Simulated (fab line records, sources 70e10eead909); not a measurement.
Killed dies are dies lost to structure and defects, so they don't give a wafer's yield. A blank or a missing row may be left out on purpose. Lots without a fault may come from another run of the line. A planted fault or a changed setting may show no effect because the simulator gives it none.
Problem report in the 8D (eight disciplines) form, filled by code | flow nand_harc | the parts of the form that need people (team, actions taken, sign-off) are left out

1. THE PROBLEM
killed_at_periphery at NHARC_END_SORT_01 reads a mean of 45.0 on 1 wafer of 1 lot; wafers without a fault read 4.2 with a standard deviation of 2.8. That is +15 standard deviations from the usual mean.
First seen on wafer L998.5, day 30 18:50, on prober-01. The record holds 7 wafers of 3 lots with a number at this step. Rule for "out", or "out of limits": more than 4 standard deviations from the usual mean. The other wafers with a number count as sound.

2. WHAT IT IS AND WHAT IT IS NOT
question                    | is                                  | is not
which readings at this step | killed_at_periphery, sort_bin_3_pct | killed_at_array, killed_at_other, killed_open, killed_short
which lots                  | L998                                | L985, L989
which wafers of those lots  | L998.5                              | L998.1, L998.2
read on which gauges        | prober-01                           | prober-02
when                        | from day 30 18:50                   | up to then (6 sound wafers)

3. SUSPECTS, AND WHAT RULES EACH OUT
Counting: a tool at a process step up to the reading stays a suspect if it ran every lot that is out. Sound lots after the first of them don't rule it out here, since some wafers of a struck lot are sound.
- the gauge at NHARC_END_SORT_01: kept. All the wafers that are out were read on prober-01, and no step on other tools shows them out.
- rie_diel-07 at NHARC_P_M2_ETCH_35 (etches the open film in N2/H2, target depth 40 nm, overetch 12 nm, time 43.94 s): kept. It ran the lot that is out, L998 (day 12 08:23); its last sound lot up to then is L989 (day 8 13:41).
- rie_diel-05 at NHARC_P_M2_STRIP_18 (strips in N2/H2): kept. It ran the lot that is out, L998 (day 12 08:41); its last sound lot up to then is L985 (day 6 23:56).
- pvd_sputter-03 at NHARC_P_M2_DEGAS_29 (time 60 s): kept. It ran the lot that is out, L998 (day 12 09:20); its last sound lot up to then is L985 (day 7 00:35).
- pecvd-02 at NHARC_P_M2_PRE_CLEAN_32 (time 12 s): kept. It ran the lot that is out, L998 (day 12 10:58).
- pecvd-02 at NHARC_P_M2_DEP_33 (deposits SiCN, target thk 30 nm): kept. It ran the lot that is out, L998 (day 12 11:04).
- pecvd-04 at NHARC_P_BONDPAD_DEP_00 (deposits SiCN, target thk 250 nm): kept. It ran the lot that is out, L998 (day 12 12:06); its last sound lot up to then is L989 (day 8 17:26). NHARC_P_BONDPAD_DEP_00 gives no start for some lots, so the hours and the order of its lots are those of NHARC_P_BONDPAD_THK_MEAS_33.
- Within rie_diel-05 at NHARC_P_M2_STRIP_18: the wafers that are out ran in chamber 0; their sound lot-mates ran in chambers 1, 3.
Left after counting: rie_diel-07 at NHARC_P_M2_ETCH_35, rie_diel-05 at NHARC_P_M2_STRIP_18, pvd_sputter-03 at NHARC_P_M2_DEGAS_29, pecvd-02 at NHARC_P_M2_PRE_CLEAN_32, pecvd-02 at NHARC_P_M2_DEP_33, pecvd-04 at NHARC_P_BONDPAD_DEP_00, prober-01 at NHARC_END_SORT_01.

4. THE CAUSE (what the simulator had put in)
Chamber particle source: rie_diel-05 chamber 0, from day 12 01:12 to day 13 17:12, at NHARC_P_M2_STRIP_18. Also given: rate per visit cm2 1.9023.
Counting left 7 suspects, and this tool is among them.

5. THE CHAIN OF EFFECTS, in route order
Each row: a reading whose mean over the struck wafers that have a number lies more than 3 standard deviations from the usual. Only readings for which the record gives a usual standard deviation are gone through. hours: the time from each lot's start at the first step in this table that gives one to its start at this step, as a median over the lots. sigmas: the change in usual standard deviations.
hours | step              | reading              | usual  | on struck wafers | change | sigmas
0     | NHARC_END_SORT_01 | defect_limited_yield | 92.0 % | 82.6             | -9.4   | -3.6
0     | NHARC_END_SORT_01 | killed_at_periphery  | 4.2    | 45.0             | +40.8  | +15
0     | NHARC_END_SORT_01 | killed_dies          | 54     | 118              | +64    | +3.6
0     | NHARC_END_SORT_01 | sort_bin_2_pct       | 2.8 %  | 6.6              | +3.8   | +3.2
0     | NHARC_END_SORT_01 | sort_bin_3_pct       | 0.6 %  | 2.7              | +2.1   | +5.7
0     | NHARC_END_SORT_01 | sort_n_pass          | 623    | 559              | -64    | -3.6
0     | NHARC_END_SORT_01 | sort_rim_yield_pct   | 92 %   | 77               | -15    | -3.6
0     | NHARC_END_SORT_01 | sort_yield_pct       | 92.0 % | 82.6             | -9.4   | -3.6

6. WHAT WOULD HAVE CAUGHT IT SOONER
In this record the first reading out of limits at a measuring or inspecting step was taken at day 30 18:50, 450 hours after the fault began at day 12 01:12.
Of the tool readings at NHARC_P_M2_STRIP_18 for which the record gives a usual standard deviation, none was out on any struck wafer, so an alarm limit of 4 standard deviations on them would not have fired.
All the lots that are out (1) had begun NHARC_P_M2_STRIP_18 on rie_diel-05 by day 30 18:50. A hold on the tool at that time would have spared none of them.
